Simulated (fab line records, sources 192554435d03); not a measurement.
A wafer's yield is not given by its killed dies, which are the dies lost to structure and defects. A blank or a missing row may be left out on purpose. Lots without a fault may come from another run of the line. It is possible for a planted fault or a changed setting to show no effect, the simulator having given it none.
Split-lot experiment :: flow n5Finfet :: 21 wafers read across 7 lots, on a route 1938 steps long

THE SPLIT ITSELF
At N5_BEOL_M3_COAT_62 (time 60 s, resist thk 12 nm), the setting spinRpm was moved away from the recipe's 1500 rpm on 10 of the 21 wafers read, by -3.0% to +10.1%. All remaining wafers had this setting at the recipe value.

FROM THE SPLIT TO THE READING: what the file shows between them, 4 steps
- N5_BEOL_M3_COAT_73: time 60 s, resist thk 5 nm
- N5_BEOL_M3_COAT_05: resist thk 30 nm
- N5_BEOL_M3_DESCUM_16: chemistry O2, time 7 s
- N5_BEOL_M3_ETCH_74: etches underlayer in N2/H2, target depth 6.5 nm, time 5.2 s

THE READING
etch.depthNm (the simulator's own value, which no gauge read), in nm, at N5_BEOL_M3_ETCH_63 (etches SiARC in CF4, target depth 15.6 nm, time 26 s). The file gives no usual value for it. Here, 11 wafers ran the recipe; their average is 12.02 nm with a standard deviation of 0.044 nm.

wafer: L075.2
tool, chamber at the split: lithoTrack-03, 0
spinRpm as run, rpm: 1500
against the recipe: recipe
etch.depthNm, nm: 12.04
against lot-mates on the recipe: -

wafer: L075.3
tool, chamber at the split: lithoTrack-03, 0
spinRpm as run, rpm: 1500
against the recipe: recipe
etch.depthNm, nm: 12.04
against lot-mates on the recipe: -

wafer: L075.6
tool, chamber at the split: lithoTrack-03, 0
spinRpm as run, rpm: 1500
against the recipe: recipe
etch.depthNm, nm: 12.01
against lot-mates on the recipe: -

wafer: L074.2
tool, chamber at the split: lithoTrack-04, 0
spinRpm as run, rpm: 1500
against the recipe: recipe
etch.depthNm, nm: 12.06
against lot-mates on the recipe: -

wafer: L074.3
tool, chamber at the split: lithoTrack-04, 0
spinRpm as run, rpm: 1455
against the recipe: -3.0%
etch.depthNm, nm: 12.27
against lot-mates on the recipe: +0.21

wafer: L074.4
tool, chamber at the split: lithoTrack-04, 0
spinRpm as run, rpm: 1455
against the recipe: -3.0%
etch.depthNm, nm: 12.25
against lot-mates on the recipe: +0.19

wafer: L077.1
tool, chamber at the split: lithoTrack-03, 0
spinRpm as run, rpm: 1500
against the recipe: recipe
etch.depthNm, nm: 12.01
against lot-mates on the recipe: -

wafer: L077.5
tool, chamber at the split: lithoTrack-03, 0
spinRpm as run, rpm: 1594
against the recipe: +6.3%
etch.depthNm, nm: 11.66
against lot-mates on the recipe: -0.35

wafer: L077.6
tool, chamber at the split: lithoTrack-03, 0
spinRpm as run, rpm: 1594
against the recipe: +6.3%
etch.depthNm, nm: 11.65
against lot-mates on the recipe: -0.36

wafer: L078.1
tool, chamber at the split: lithoTrack-04, 0
spinRpm as run, rpm: 1500
against the recipe: recipe
etch.depthNm, nm: 12.04
against lot-mates on the recipe: -

wafer: L078.3
tool, chamber at the split: lithoTrack-04, 0
spinRpm as run, rpm: 1500
against the recipe: recipe
etch.depthNm, nm: 12.07
against lot-mates on the recipe: -

wafer: L078.6
tool, chamber at the split: lithoTrack-04, 0
spinRpm as run, rpm: 1500
against the recipe: recipe
etch.depthNm, nm: 12.05
against lot-mates on the recipe: -

wafer: L088.2
tool, chamber at the split: lithoTrack-05, 0
spinRpm as run, rpm: 1500
against the recipe: recipe
etch.depthNm, nm: 12.01
against lot-mates on the recipe: -

wafer: L088.4
tool, chamber at the split: lithoTrack-05, 0
spinRpm as run, rpm: 1631
against the recipe: +8.7%
etch.depthNm, nm: 11.46
against lot-mates on the recipe: -0.55

wafer: L088.5
tool, chamber at the split: lithoTrack-05, 0
spinRpm as run, rpm: 1631
against the recipe: +8.7%
etch.depthNm, nm: 11.55
against lot-mates on the recipe: -0.46

wafer: L095.1
tool, chamber at the split: lithoTrack-03, 0
spinRpm as run, rpm: 1622
against the recipe: +8.1%
etch.depthNm, nm: 11.53
against lot-mates on the recipe: -0.47

wafer: L095.3
tool, chamber at the split: lithoTrack-03, 0
spinRpm as run, rpm: 1500
against the recipe: recipe
etch.depthNm, nm: 12
against lot-mates on the recipe: -

wafer: L095.5
tool, chamber at the split: lithoTrack-03, 0
spinRpm as run, rpm: 1622
against the recipe: +8.1%
etch.depthNm, nm: 11.54
against lot-mates on the recipe: -0.46

wafer: L096.1
tool, chamber at the split: lithoTrack-04, 0
spinRpm as run, rpm: 1652
against the recipe: +10.1%
etch.depthNm, nm: 11.34
against lot-mates on the recipe: -0.56

wafer: L096.3
tool, chamber at the split: lithoTrack-04, 0
spinRpm as run, rpm: 1500
against the recipe: recipe
etch.depthNm, nm: 11.9
against lot-mates on the recipe: -

wafer: L096.5
tool, chamber at the split: lithoTrack-04, 0
spinRpm as run, rpm: 1652
against the recipe: +10.1%
etch.depthNm, nm: 11.38
against lot-mates on the recipe: -0.52

THE FIT
A straight line over all 21 wafers: etch.depthNm changes by -0.0631 nm for each +1% of spinRpm; r = -0.99; the points scatter about the line by 0.043 nm.
The same after taking each lot's own level away (the mean of its wafers on the recipe; 21 wafers): -0.0567 nm for each +1%; r = -1.00; scatter 0.023 nm.
The reading moves by 0.57 nm for the largest change in spinRpm, on that fit.
The lots' own levels span 11.900 to 12.060 nm, that is 3.6 times the standard deviation above.
In other words, the slope is changed by the lot-to-lot level; the two fits disagree.
Check: -0.572 nm against its lot-mates is what the line predicts for one of the wafers moved furthest among these (+10.1%) when that wafer is left out of the fit. It came out at -0.56 nm against them.

FURTHER SPLITS ON THESE WAFERS
Note: prior to the reading, these wafers also went through further splits. Each is held against what the fit with the lots' levels taken away leaves over:
other split on the same wafers: N5_BEOL_M0_SAQP_DESCUM_45 timeS
wafers away from the commonest value: 7
r with etch.depthNm (lot level and that fit taken away): +0.12

other split on the same wafers: N5_BEOL_M1_COAT_05 spinRpm
wafers away from the commonest value: 9
r with etch.depthNm (lot level and that fit taken away): -0.07

other split on the same wafers: N5_BEOL_M1_ETCH_64 timeS
wafers away from the commonest value: 10
r with etch.depthNm (lot level and that fit taken away): +0.30

other split on the same wafers: N5_BEOL_M2_COAT_67 spinRpm
wafers away from the commonest value: 7
r with etch.depthNm (lot level and that fit taken away): -0.01

other split on the same wafers: N5_BEOL_M2_COAT_68 spinRpm
wafers away from the commonest value: 6
r with etch.depthNm (lot level and that fit taken away): +0.23

other split on the same wafers: N5_BEOL_M3_PECVD_72 tempC
wafers away from the commonest value: 7
r with etch.depthNm (lot level and that fit taken away): -0.29

THE WHOLE CHAIN: every reading that the file lists as answering this split, in the file's order
step: N5_BEOL_M3_COAT_62
what it does: time 60 s, resist thk 12 nm
reading: SiARC_of_BEOL_M3_COAT_62.thkNm (the simulator's own value, which no gauge read)
change (the file's fit): -0.0504 nm for each +1% of the setting
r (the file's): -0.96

step: N5_BEOL_M3_ETCH_63
what it does: etches SiARC in CF4, target depth 15.6 nm, time 26 s
reading: etch.depthNm (the simulator's own value, which no gauge read)
change (the file's fit): -0.0563 nm for each +1% of the setting
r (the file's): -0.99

THE FILE'S OWN FIT
etch.depthNm changes by -0.0563 nm for each +1% of spinRpm, r = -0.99.
